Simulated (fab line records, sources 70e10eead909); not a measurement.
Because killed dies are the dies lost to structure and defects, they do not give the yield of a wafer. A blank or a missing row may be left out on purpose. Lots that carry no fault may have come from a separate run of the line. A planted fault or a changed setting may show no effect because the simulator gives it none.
A lot that was struck, set against a sound lot ; flow nandHarc ; 14 steps out of a route of 1302
Sound: these wafers, L664.1, L664.3, L664.5. Wafers L676.2, L676.5, L676.6 were the ones struck. The cause is named last.
Each step with rows lists, per side, the tool, then ch with its chambers, then its first start. Under that, the readings that differ: sound wafers ; struck wafers ; difference of the means ; sigmas: that difference in standard deviations of wafers without a fault.
alike: readings with means less than 2 such deviations apart, plus words and numbers identical on both sides. not compared: withheld readings, readings lacking a value on some wafer, bounds such as >300 that could conceal the same value, and numbers that have no deviation in the record and whose values overlap.
The two part at a step that has a row with sigmas, a row that says differs or no value, or rows on one side only. Non-overlapping numbers with no deviation appear without sigmas and do not part them. A reading missing from all wafers of one side parts the sides only when that side holds two or more wafers.

NHARC_P_GATE_ETCHBACK_37: etches the open film in CHF3/O2, target depth 34.5 nm, time 17.2 s.
  sound: rieDiel-04 ch 0,2,3; struck: rieDiel-10 ch 0,2,3
  alike: biasW, drypumpMotorCurrentA, oesProductAu, rfVppV, showerheadPlenumPTorr, throttleValvePct
  not compared: rfHoursCounterH
NHARC_P_GATE_STRIP_101: strips in O2, time 20 s.
  sound on rieDiel-04 ch 2,3, day 6 12:56; struck on rieDiel-10 ch 0,1,3, day 10 18:48
  alike: drypumpMotorCurrentA, oesProductAu, rfVppV, showerheadPlenumPTorr, throttleValvePct
  not compared: rfHoursCounterH
then, 10 steps without rows for these wafers: NHARC_P_GATE_PRECLEAN_97 (cleans in SPM, time 600 s); NHARC_P_GATE_SRD_98; NHARC_P_GATE_PRECLEAN_99 (cleans in SC1); NHARC_P_GATE_SRD_100; NHARC_P_GATE_DEHYDRATE_38 (time 120 s); NHARC_P_GATE_HMDS_39 (time 30 s); NHARC_P_GATE_COAT_40; NHARC_P_GATE_SOFTBAKE_41 (time 95 s); NHARC_P_GATE_EBR_42; NHARC_P_GATE_EXPOSE_43 (exposes mask P NSD, target cd 720 nm).
NHARC_P_GATE_PEB_44: peb time 85 s.
  sound on lithoTrack-03 ch 0, day 6 13:46; struck on lithoTrack-07, day 10 19:38
  no value came back on the struck wafers for chillPlateTempC (C), exhaustPa (Pa); on the sound wafers chillPlateTempC (C) reads 23.12 23.09 22.89
then, 1 step without rows for these wafers: NHARC_P_GATE_DEVELOP_45 (time 70 s).

## WHERE THEY PART
NHARC_P_GATE_PEB_44 only, going by this record.

WHY: whatever the simulator had introduced
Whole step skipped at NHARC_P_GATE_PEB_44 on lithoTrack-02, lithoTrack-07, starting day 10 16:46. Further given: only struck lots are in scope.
